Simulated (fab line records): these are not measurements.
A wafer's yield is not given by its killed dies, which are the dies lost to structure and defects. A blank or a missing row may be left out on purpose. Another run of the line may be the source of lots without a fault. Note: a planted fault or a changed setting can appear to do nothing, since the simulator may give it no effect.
fab line records | flow n5-finfet
record: lots: 14 | wafers: 40 | last-day: 18
route steps=1938 shown MIM_TOP_ETCH@1853 MIM_BOT_LITHO@1858 MIM_BOT_ETCH@1866
lots untouched by any fault: they come from a run of this same line in which no faults occurred
start-h: hours from the record's opening day to when the first of the lot's shown wafers began | wait-h: hours since the lot's step before | " as in the row above | L1.1+2: several wafers, shown together as one row | - no value present, or no start provided | * or withheld: withheld | < > ~ a bound
route shown NAME@n: names a module that has steps shown in the file, with the first one's number in the route | usual: average and standard deviation across the fault-free wafers | same: alike in all rows | chamber/n: place in a boat | sites: the reading at each site | _std_site: standard deviation across them | _edge_site: outer sites' mean less inner sites' | radius-mm: for every site, how far away it sits from the centre of the wafer | mask NAME#n: copy n | behind: the most recent tool/chamber to have shaped the wafer | hold: why the lot went on hold/how many hours it stayed there/how the hold came to an end | device: which transistor (n, p or np) failed to switch | end of line: the same wafers' tests at the end of the route | a step without rows: its recipe alone | killed: not the wafer's yield, but the dies lost to structure and defects at the first sort | map: a wafer's dies, marking killed ones x, the rest . and places with no die _
set.NAME: the setting the step ran with; set.NAME@STEP: the setting that earlier step ran with | model.NAME: the simulator's own value behind a step, which no gauge read
a sample of lots followed through the steps of the route, with each step as a table and each wafer as a row
services: when a tool's chamber went out of use (start-h, in hours from the record's first day, below 0 if earlier), for how many hours, and the reason
== steps ==
step: N5_MIM_TOP_ETCH_PECVD_03
recipe: material: SiNx | target-thk-a: 200 | temp-c: 400 | precursor: SiH4/NH3/N2 | pressure-torr: 1.5 | rf-w: 300 | time-s: 17.6
usual: heater-power-w: 760/83 | showerhead-plenum-p-Torr: 5.14/0.07 | throttle-valve-pct: 39.6/2.1
same: time-s: 17.6
lot.wafer | tool     | chamber | start-h | wait-h | heater-power-w | showerhead-plenum-p-Torr | throttle-valve-pct
L649.1    | pecvd-04 | 2       | 239.22  | -      | 739            | 5.21                     | 39.0
L649.2    | "        | 0       | "       | "      | 671            | 5.14                     | 37.3
L649.3    | "        | 1       | "       | "      | 801            | 5.22                     | 44.0
L652.3    | pecvd-01 | 1       | 251.94  | -      | 768            | 4.99                     | 42.0
L652.4    | "        | 1       | "       | "      | 763            | 4.98                     | 42.1
L652.6    | "        | 2       | "       | "      | 746            | 5.12                     | 36.6
L653.2    | pecvd-02 | 0       | 263.36  | -      | 832            | 5.12                     | 40.4
L653.4    | "        | 0       | "       | "      | 864            | 5.12                     | 40.5
L653.6    | "        | 0       | "       | "      | 858            | 5.12                     | 40.4
L654.3    | pecvd-04 | 2       | 269.27  | -      | 747            | 5.19                     | 39.2
L654.4    | "        | 2       | "       | "      | 744            | 5.18                     | 39.4
L654.5    | "        | 0       | "       | "      | 717            | 5.15                     | 37.5
L657.1    | pecvd-04 | 0       | 336.15  | -      | 636            | 5.15                     | 37.3
L657.5    | "        | 2       | "       | "      | 647            | 5.20                     | 39.6
L657.6    | "        | 0       | "       | "      | 638            | 5.16                     | 37.4
L655.3    | pecvd-02 | 2       | 355.81  | -      | 939            | 5.22                     | 37.7
L655.4    | "        | 0       | "       | "      | 832            | 5.11                     | 40.4
L659.1    | pecvd-04 | 2       | 359.72  | -      | 735            | 5.19                     | 39.8
L659.2    | "        | 1       | "       | "      | 782            | 5.22                     | 43.9
L659.4    | "        | 2       | "       | "      | 746            | 5.18                     | 39.8
L664.3    | pecvd-02 | 0       | 378.19  | -      | 958            | 5.13                     | 40.6
L664.5    | "        | 1       | "       | "      | 770            | 5.20                     | 40.2
L664.6    | "        | 2       | "       | "      | 851            | 5.18                     | 38.2
L665.1    | pecvd-01 | 1       | 381.52  | -      | 683            | 4.98                     | 42.2
L665.4    | "        | 2       | "       | "      | 742            | 5.11                     | 36.9
L665.6    | "        | 0       | "       | "      | 770            | 5.12                     | 38.6
L666.1    | pecvd-04 | 2       | 382.56  | -      | 733            | 5.19                     | 39.7
L666.3    | "        | 0       | "       | "      | 654            | 5.15                     | 37.8
L666.5    | "        | 1       | "       | "      | 790            | 5.22                     | 43.8
L667.2    | pecvd-02 | 2       | 385.72  | -      | 854            | 5.19                     | 37.9
L667.4    | "        | 2       | "       | "      | 890            | 5.20                     | 37.8
L667.5    | "        | 1       | "       | "      | 847            | 5.19                     | 40.1
L670.2    | pecvd-04 | 2       | 394.97  | -      | 639            | 5.18                     | 40.1
L670.5    | "        | 0       | "       | "      | 610            | 5.16                     | 37.7
L670.6    | "        | 2       | "       | "      | 651            | 5.19                     | 39.8
L671.2    | pecvd-02 | 1       | 407.52  | -      | 784            | 5.18                     | 40.1
L671.3    | "        | 1       | "       | "      | 801            | 5.17                     | 40.3
L671.5    | "        | 2       | "       | "      | 974            | 5.19                     | 37.6
L656.1    | pecvd-01 | 0       | 410.13  | -      | 725            | 5.11                     | 38.7
L656.4    | "        | 2       | "       | "      | 734            | 5.13                     | 36.7
step: N5_MIM_BOT_LITHO_EXPOSE_05
recipe: mask-id: MIM_BOT | na: 0.55 | source-shape: conventional | sigma-outer: 0.8 | polarization: unpolarized | dose-mj: 24.25
usual: exposure-dose-mJ-cm2: 24.245/0.024 | focus-offset-nm: 0.1/0.53 | sigma-outer: 0.8/0
lot.wafer | tool           | chamber | start-h | wait-h | mask      | exposure-dose-mJ-cm2 | focus-offset-nm | sigma-outer
L649.1    | krf-scanner-02 | 0       | 239.40  | -      | MIM_BOT#0 | 24.220               | 0.0             | 0.8
L649.2    | "              | 0       | "       | "      | MIM_BOT#0 | 24.218               | -0.3            | 0.8
L649.3    | "              | 0       | "       | "      | MIM_BOT#0 | 24.226               | 0.0             | 0.8
L652.3    | krf-scanner-02 | 0       | 252.13  | -      | MIM_BOT#0 | 24.220               | -0.5            | 0.8
L652.4    | "              | 0       | "       | "      | MIM_BOT#0 | 24.227               | -0.7            | 0.8
L652.6    | "              | 0       | "       | "      | MIM_BOT#0 | 24.239               | -1.5            | 0.8
L653.2    | krf-scanner-02 | 0       | 263.57  | -      | MIM_BOT#0 | 24.244               | -0.4            | 0.8
L653.4    | "              | 0       | "       | "      | MIM_BOT#0 | 24.275               | -1.1            | 0.8
L653.6    | "              | 0       | "       | "      | MIM_BOT#0 | 24.262               | -0.3            | 0.8
L654.3    | krf-scanner-02 | 0       | 269.46  | -      | MIM_BOT#0 | 24.235               | -1.5            | 0.8
L654.4    | "              | 0       | "       | "      | MIM_BOT#0 | 24.211               | -0.6            | 0.8
L654.5    | "              | 0       | "       | "      | MIM_BOT#0 | 24.202               | 0.0             | 0.8
L657.1    | krf-scanner-02 | 0       | 336.33  | -      | MIM_BOT#0 | 24.233               | 0.0             | 0.8
L657.5    | "              | 0       | "       | "      | MIM_BOT#0 | 24.276               | 0.2             | 0.8
L657.6    | "              | 0       | "       | "      | MIM_BOT#0 | 24.270               | 0.7             | 0.8
L655.3    | krf-scanner-01 | 0       | 356.13  | -      | MIM_BOT#0 | 24.216               | 0.3             | 0.8
L655.4    | "              | 0       | "       | "      | MIM_BOT#0 | 24.232               | 0.1             | 0.8
L659.1    | krf-scanner-02 | 0       | 359.90  | -      | MIM_BOT#0 | 24.240               | 1.2             | 0.8
L659.2    | "              | 0       | "       | "      | MIM_BOT#0 | 24.254               | 1.0             | 0.8
L659.4    | "              | 0       | "       | "      | MIM_BOT#0 | 24.229               | 1.5             | 0.8
L664.3    | krf-scanner-01 | 0       | 378.38  | -      | MIM_BOT#0 | 24.263               | -0.3            | 0.8
L664.5    | "              | 0       | "       | "      | MIM_BOT#0 | 24.281               | 0.2             | 0.8
L664.6    | "              | 0       | "       | "      | MIM_BOT#0 | 24.252               | 0.4             | 0.8
L665.1    | krf-scanner-02 | -       | 381.82  | -      | MIM_BOT#0 | -                    | -               | -
L665.4    | "              | -       | "       | "      | MIM_BOT#0 | -                    | -               | -
L665.6    | "              | -       | "       | "      | MIM_BOT#0 | -                    | -               | -
L666.1    | krf-scanner-02 | -       | 382.74  | -      | MIM_BOT#0 | -                    | -               | -
L666.3    | "              | -       | "       | "      | MIM_BOT#0 | -                    | -               | -
L666.5    | "              | -       | "       | "      | MIM_BOT#0 | -                    | -               | -
L667.2    | krf-scanner-01 | 0       | 386.03  | -      | MIM_BOT#0 | 24.208               | 0.0             | 0.8
L667.4    | "              | 0       | "       | "      | MIM_BOT#0 | 24.232               | -0.3            | 0.8
L667.5    | "              | 0       | "       | "      | MIM_BOT#0 | 24.235               | 0.3             | 0.8
L670.2    | krf-scanner-02 | 0       | 395.30  | -      | MIM_BOT#0 | 24.248               | -0.4            | 0.8
L670.5    | "              | 0       | "       | "      | MIM_BOT#0 | 24.258               | -0.1            | 0.8
L670.6    | "              | 0       | "       | "      | MIM_BOT#0 | 24.247               | 0.2             | 0.8
L671.2    | krf-scanner-02 | 0       | 407.85  | -      | MIM_BOT#0 | 24.251               | 0.0             | 0.8
L671.3    | "              | 0       | "       | "      | MIM_BOT#0 | 24.269               | -0.1            | 0.8
L671.5    | "              | 0       | "       | "      | MIM_BOT#0 | 24.221               | 0.3             | 0.8
L656.1    | krf-scanner-02 | 0       | 410.31  | -      | MIM_BOT#0 | 24.244               | 0.7             | 0.8
L656.4    | "              | 0       | "       | "      | MIM_BOT#0 | 24.230               | -0.1            | 0.8
step: N5_MIM_BOT_LITHO_OVL_MEAS_11
recipe: points-per-wafer: 44
usual: MIM_BOT_OVL: -1/6.1
lot.wafer | tool       | chamber | start-h | wait-h | MIM_BOT_OVL[nm]
L649.1    | overlay-01 | 0       | 239.61  | 0.0    | -5
L649.2    | "          | 0       | "       | "      | -8
L649.3    | "          | 0       | "       | "      | -6
L652.3    | overlay-02 | 0       | 252.33  | 0.0    | -9
L652.4    | "          | 0       | "       | "      | -6
L652.6    | "          | 0       | "       | "      | -7
L653.2    | overlay-01 | 0       | 263.77  | 0.0    | -3
L653.4    | "          | 0       | "       | "      | -6
L653.6    | "          | 0       | "       | "      | 0
L654.3    | overlay-02 | 0       | 269.65  | 0.0    | 7
L654.4    | "          | 0       | "       | "      | 4
L654.5    | "          | 0       | "       | "      | -4
L657.1    | overlay-02 | 0       | 336.54  | 0.0    | 1
L657.5    | "          | 0       | "       | "      | 2
L657.6    | "          | 0       | "       | "      | -7
L655.3    | overlay-02 | 0       | 356.32  | 0.0    | 4
L655.4    | "          | 0       | "       | "      | 1
L659.1    | overlay-01 | 0       | 360.11  | 0.0    | 2
L659.2    | "          | 0       | "       | "      | 4
L659.4    | "          | 0       | "       | "      | -1
L664.3    | overlay-02 | 0       | 378.58  | 0.0    | 10
L664.5    | "          | 0       | "       | "      | 12
L664.6    | "          | 0       | "       | "      | -3
L665.1    | overlay-01 | 0       | 382.03  | 0.0    | -
L665.4    | "          | 0       | "       | "      | -
L665.6    | "          | 0       | "       | "      | -
L666.1    | overlay-02 | 0       | 382.94  | 0.0    | -
L666.3    | "          | 0       | "       | "      | -
L666.5    | "          | 0       | "       | "      | -
L667.2    | overlay-02 | 0       | 386.23  | 0.0    | -3
L667.4    | "          | 0       | "       | "      | 10
L667.5    | "          | 0       | "       | "      | 14
L670.2    | overlay-01 | 0       | 395.50  | 0.0    | 1
L670.5    | "          | 0       | "       | "      | -6
L670.6    | "          | 0       | "       | "      | -2
L671.2    | overlay-02 | 0       | 408.06  | 0.0    | -5
L671.3    | "          | 0       | "       | "      | 2
L671.5    | "          | 0       | "       | "      | -1
L656.1    | overlay-01 | 0       | 410.51  | 0.0    | 8
L656.4    | "          | 0       | "       | "      | 8
step: N5_MIM_BOT_ETCH_ETCH_04
recipe: chemistry: CF4/O2 | target: SiNx | target-depth-a: 260 | time-s: 13 | ion-energy-ev: 100 | pressure-mtorr: 40 | source-w: 535 | bias-w: 49 | Ar_flow_sccm: 100 | cf4-flow-sccm: 100 | O2_flow_sccm: 10
usual: drypump-motor-current-A: 5.82/0.3 | oes-product-au: 0.81/0.08 | rf-vpp-V: 241/8.7 | showerhead-plenum-p-Torr: 2.19/0.073 | throttle-valve-pct: 15.89/0.26
same: time-s: 13
lot.wafer | tool        | chamber | start-h | wait-h | drypump-motor-current-A | oes-product-au | rf-hours-counter-h | rf-vpp-V | showerhead-plenum-p-Torr | throttle-valve-pct
L649.1    | rie-diel-03 | 2       | 239.73  | 0.0    | 6.16                    | 0.82           | 93                 | 247      | 2.32                     | 16.37
L649.2    | "           | 1       | "       | "      | 5.97                    | 0.90           | 47                 | 252      | 2.16                     | 16.05
L649.3    | "           | 3       | "       | "      | 5.31                    | 0.80           | 89                 | 237      | 2.22                     | 15.85
L652.3    | rie-diel-05 | 3       | 252.45  | 0.0    | 5.82                    | 0.76           | 199                | 252      | 2.19                     | 16.28
L652.4    | "           | 1       | "       | "      | 5.32                    | 0.76           | -                  | 261      | 2.29                     | 15.82
L652.6    | "           | 2       | "       | "      | 6.16                    | 0.87           | -                  | 243      | 2.22                     | 15.66
L653.2    | rie-diel-04 | 3       | 263.89  | 0.0    | 6.16                    | 0.88           | 64                 | 234      | 2.14                     | 15.92
L653.4    | "           | 0       | "       | "      | 5.38                    | 0.69           | 226                | 238      | 2.07                     | 16.05
L653.6    | "           | 0       | "       | "      | 5.36                    | 0.68           | -                  | 238      | 2.07                     | 16.05
L654.3    | rie-diel-05 | 2       | 269.78  | 0.0    | 6.19                    | 0.86           | 56                 | 245      | 2.22                     | 15.69
L654.4    | "           | 0       | "       | "      | 5.58                    | 0.98           | 2                  | 232      | 2.18                     | 15.54
L654.5    | "           | 1       | "       | "      | 5.33                    | 0.76           | -                  | 261      | 2.29                     | 15.85
L657.1    | rie-diel-03 | 1       | 336.66  | 0.0    | 5.95                    | 0.86           | 75                 | 251      | 2.15                     | 16.09
L657.5    | "           | 2       | "       | "      | 6.14                    | 0.78           | -                  | 246      | 2.31                     | 16.42
L657.6    | "           | 3       | "       | "      | 5.32                    | 0.77           | -                  | 237      | 2.21                     | 15.92
L655.3    | rie-diel-05 | 2       | 356.46  | 0.0    | 6.20                    | 0.84           | 84                 | 243      | 2.21                     | 15.73
L655.4    | "           | 3       | "       | "      | 5.83                    | 0.75           | 234                | 250      | 2.18                     | 16.35
L659.1    | rie-diel-04 | 3       | 360.23  | 0.0    | 6.17                    | 0.83           | 97                 | 235      | 2.13                     | 15.99
L659.2    | "           | 2       | "       | "      | 5.79                    | 0.78           | 86                 | 231      | 2.14                     | 15.78
L659.4    | "           | 3       | "       | "      | 6.14                    | 0.83           | -                  | 236      | 2.13                     | 16.01
L664.3    | rie-diel-05 | 0       | 378.84  | 0.0    | 5.56                    | 0.89           | 39                 | 234      | 2.17                     | 15.59
L664.5    | "           | 3       | "       | "      | 5.85                    | 0.74           | -                  | 252      | 2.17                     | 16.34
L664.6    | "           | 2       | "       | "      | 6.17                    | 0.82           | -                  | 244      | 2.21                     | 15.76
L667.2    | rie-diel-04 | 1       | 386.61  | 0.0    | 5.99                    | 0.94           | 3                  | 234      | 2.32                     | 15.37
L667.4    | "           | 0       | "       | "      | 5.40                    | 0.96           | 8                  | 242      | 2.31                     | 15.62
L667.5    | "           | 0       | "       | "      | 5.38                    | 0.97           | -                  | 242      | 2.31                     | 15.61
L670.2    | rie-diel-05 | 2       | 395.63  | 0.0    | 6.16                    | 0.82           | 101                | 243      | 2.21                     | 15.75
L670.5    | "           | 2       | "       | "      | 6.14                    | 0.82           | -                  | 244      | 2.21                     | 15.76
L670.6    | "           | 1       | "       | "      | 5.32                    | 0.74           | -                  | 260      | 2.28                     | 15.90
L671.2    | rie-diel-04 | 3       | 408.37  | 0.0    | 6.14                    | 0.81           | 117                | 237      | 2.12                     | 16.03
L671.3    | "           | 2       | "       | "      | 5.82                    | 0.76           | 106                | 231      | 2.13                     | 15.82
L671.5    | "           | 3       | "       | "      | 6.14                    | 0.81           | -                  | 236      | 2.13                     | 16.05
L656.1    | rie-diel-03 | 3       | 410.64  | 0.0    | 5.32                    | 0.74           | 141                | 237      | 2.20                     | 15.94
L656.4    | "           | 0       | "       | "      | 5.66                    | 0.84           | 78                 | 247      | 2.22                     | 15.84
== services ==
tool           | chamber | start-h | hours | kind
rie-diel-03    | 1       | 224.57  | 8.3   | repair
krf-scanner-02 | -       | 237.46  | 1.3   | pm
pecvd-02       | 2       | 250.05  | 17.9  | repair
krf-scanner-02 | -       | 252.31  | 1.0   | pm
rie-diel-04    | 1       | 254.81  | 4.4   | repair
krf-scanner-01 | -       | 263.13  | 0.8   | pm
pecvd-01       | -       | 278.28  | 2.8   | pm
krf-scanner-01 | -       | 317.16  | 3.6   | pm
krf-scanner-02 | -       | 339.08  | 0.8   | pm
rie-diel-05    | 0       | 343.08  | 3.3   | repair
rie-diel-03    | 3       | 343.44  | 1.5   | repair
pecvd-04       | -       | 346.76  | 2.3   | repair
pecvd-01       | -       | 349.54  | 5.5   | pm
rie-diel-05    | 1       | 359.66  | 33.4  | repair
krf-scanner-01 | -       | 363.20  | 1.0   | pm
pecvd-02       | -       | 368.78  | 2.8   | pm
krf-scanner-01 | -       | 375.68  | 1.3   | pm
krf-scanner-02 | 0       | 377.26  | -     | calibration
pecvd-04       | 1       | 383.62  | -     | clean
pecvd-04       | 1       | 383.62  | -     | consumable-replace:showerhead
pecvd-04       | 1       | 383.62  | 29.0  | scheduled-down
rie-diel-05    | 0       | 399.67  | 2.8   | repair
rie-diel-05    | -       | 402.24  | 0.1   | repair
rie-diel-05    | 1       | 409.93  | 3.3   | repair
== key ==
first-sign: step: N5_MIM_BOT_LITHO_EXPOSE_05 | reading: tool-record | direction: missing
effect none on later readings
met-at N5_MIM_BOT_LITHO_EXPOSE_05
struck-lots L665,L666
later-rows-left-out L665.1,L665.4,L665.6,L666.1,L666.3,L666.5
sort-left-out L665.1,L665.4,L665.6,L666.1,L666.3,L666.5
not-acting-at N5_MIM_TOP_ETCH_PECVD_03,N5_MIM_BOT_LITHO_OVL_MEAS_11,N5_MIM_BOT_ETCH_ETCH_04
onset-between 359.90 381.82
fault: kind: skipped-step-whole | tool: krf-scanner-02 | chamber: - | onset-h: 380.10 | steps: N5_MIM_BOT_LITHO_EXPOSE_05 | scope: struck-lots-only
sort-left-out: the simulated sort isn't trusted on such a fault, so these wafers' sort isn't shown, and their yield isn't known
later-rows-left-out: the simulator's readings of these wafers behind a module that went badly wrong aren't trusted and aren't shown, but for the sort
